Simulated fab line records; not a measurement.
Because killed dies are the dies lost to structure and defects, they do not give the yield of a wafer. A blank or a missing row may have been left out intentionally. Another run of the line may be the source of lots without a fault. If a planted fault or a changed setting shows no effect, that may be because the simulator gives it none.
Split-lot experiment :: flow n5 finfet :: 21 wafers read from 7 lots, route of 1938 steps

THE SPLIT
At N5_FIN_SAQP_ETCH_65 (etches SiO2 in CF4, target depth 4 nm, time 4.4 s), the setting time s was moved away from the recipe's 4.4 s on 9 of the 21 wafers read, by -13.6% to +22.2%. The other wafers ran this setting at the recipe's value.

Reading taken at the split's own step.

THE READING
etch.depth nm (the simulator's own value, which no gauge read), in nm, at N5_FIN_SAQP_ETCH_65 (etches SiO2 in CF4, target depth 4 nm, time 4.4 s). There is no usual value for it anywhere in the file. Across the 12 wafers here that went through the recipe, the average is 4.043 nm and the standard deviation 0.1 nm.

wafer: L074.1
tool, chamber at the split: rie si-02, 3
time s as run, s: 4.4
against the recipe: recipe
etch.depth nm, nm: 4.105
against lot-mates on the recipe: -

wafer: L074.2
tool, chamber at the split: rie si-02, 0
time s as run, s: 4.4
against the recipe: recipe
etch.depth nm, nm: 4.031
against lot-mates on the recipe: -

wafer: L074.5
tool, chamber at the split: rie si-02, 0
time s as run, s: 4.4
against the recipe: recipe
etch.depth nm, nm: 4.032
against lot-mates on the recipe: -

wafer: L079.3
tool, chamber at the split: rie si-02, 2
time s as run, s: 4.4
against the recipe: recipe
etch.depth nm, nm: 4.123
against lot-mates on the recipe: -

wafer: L079.4
tool, chamber at the split: rie si-02, 1
time s as run, s: 4.065
against the recipe: -7.6%
etch.depth nm, nm: 3.732
against lot-mates on the recipe: -0.391

wafer: L079.5
tool, chamber at the split: rie si-02, 3
time s as run, s: 4.065
against the recipe: -7.6%
etch.depth nm, nm: 3.772
against lot-mates on the recipe: -0.351

wafer: L080.3
tool, chamber at the split: rie si-01, 2
time s as run, s: 3.8
against the recipe: -13.6%
etch.depth nm, nm: 3.32
against lot-mates on the recipe: -0.858

wafer: L080.5
tool, chamber at the split: rie si-01, 1
time s as run, s: 4.4
against the recipe: recipe
etch.depth nm, nm: 4.178
against lot-mates on the recipe: -

wafer: L080.6
tool, chamber at the split: rie si-01, 0
time s as run, s: 3.8
against the recipe: -13.6%
etch.depth nm, nm: 3.341
against lot-mates on the recipe: -0.837

wafer: L081.1
tool, chamber at the split: rie si-02, 2
time s as run, s: 4.695
against the recipe: +6.7%
etch.depth nm, nm: 4.402
against lot-mates on the recipe: +0.327

wafer: L081.2
tool, chamber at the split: rie si-02, 1
time s as run, s: 4.4
against the recipe: recipe
etch.depth nm, nm: 4.051
against lot-mates on the recipe: -

wafer: L081.3
tool, chamber at the split: rie si-02, 0
time s as run, s: 4.4
against the recipe: recipe
etch.depth nm, nm: 4.099
against lot-mates on the recipe: -

wafer: L089.1
tool, chamber at the split: rie si-01, 2
time s as run, s: 4.128
against the recipe: -6.2%
etch.depth nm, nm: 3.649
against lot-mates on the recipe: -0.225

wafer: L089.2
tool, chamber at the split: rie si-01, 1
time s as run, s: 4.128
against the recipe: -6.2%
etch.depth nm, nm: 3.973
against lot-mates on the recipe: +0.099

wafer: L089.6
tool, chamber at the split: rie si-01, 2
time s as run, s: 4.4
against the recipe: recipe
etch.depth nm, nm: 3.874
against lot-mates on the recipe: -

wafer: L092.2
tool, chamber at the split: rie si-01, 1
time s as run, s: 4.825
against the recipe: +9.7%
etch.depth nm, nm: 4.566
against lot-mates on the recipe: +0.675

wafer: L092.4
tool, chamber at the split: rie si-01, 2
time s as run, s: 4.4
against the recipe: recipe
etch.depth nm, nm: 3.883
against lot-mates on the recipe: -

wafer: L092.5
tool, chamber at the split: rie si-01, 2
time s as run, s: 4.4
against the recipe: recipe
etch.depth nm, nm: 3.898
against lot-mates on the recipe: -

wafer: L094.1
tool, chamber at the split: rie si-02, 1
time s as run, s: 5.376
against the recipe: +22.2%
etch.depth nm, nm: 4.947
against lot-mates on the recipe: +0.824

wafer: L094.3
tool, chamber at the split: rie si-02, 2
time s as run, s: 4.4
against the recipe: recipe
etch.depth nm, nm: 4.077
against lot-mates on the recipe: -

wafer: L094.6
tool, chamber at the split: rie si-02, 3
time s as run, s: 4.4
against the recipe: recipe
etch.depth nm, nm: 4.168
against lot-mates on the recipe: -

FIT RESULTS
A straight line over all 21 wafers: etch.depth nm changes by +0.0454 nm for each +1% of time s; r = +0.96; the points scatter about the line by 0.11 nm.
The same after taking each lot's own level away (the mean of its wafers on the recipe; 21 wafers): +0.0474 nm for each +1%; r = +0.94; scatter 0.14 nm.
According to that fit, moving time s by its largest amount changes the reading by 1.1 nm.
The span of the lots' own levels, 3.8740 to 4.1780 nm, comes to 3.0 times the standard deviation stated above.
The two slopes agree, so the slope changes little with the lot-to-lot level.
Check: with one of the wafers moved furthest among these (+22.2%) left out of the fit, the line predicts +1.27 nm for it against its lot-mates. Against them it came out at +0.824 nm.

FILE'S OWN FIT
etch.depth nm changes by +0.0458 nm for each +1% of time s, r = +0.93.
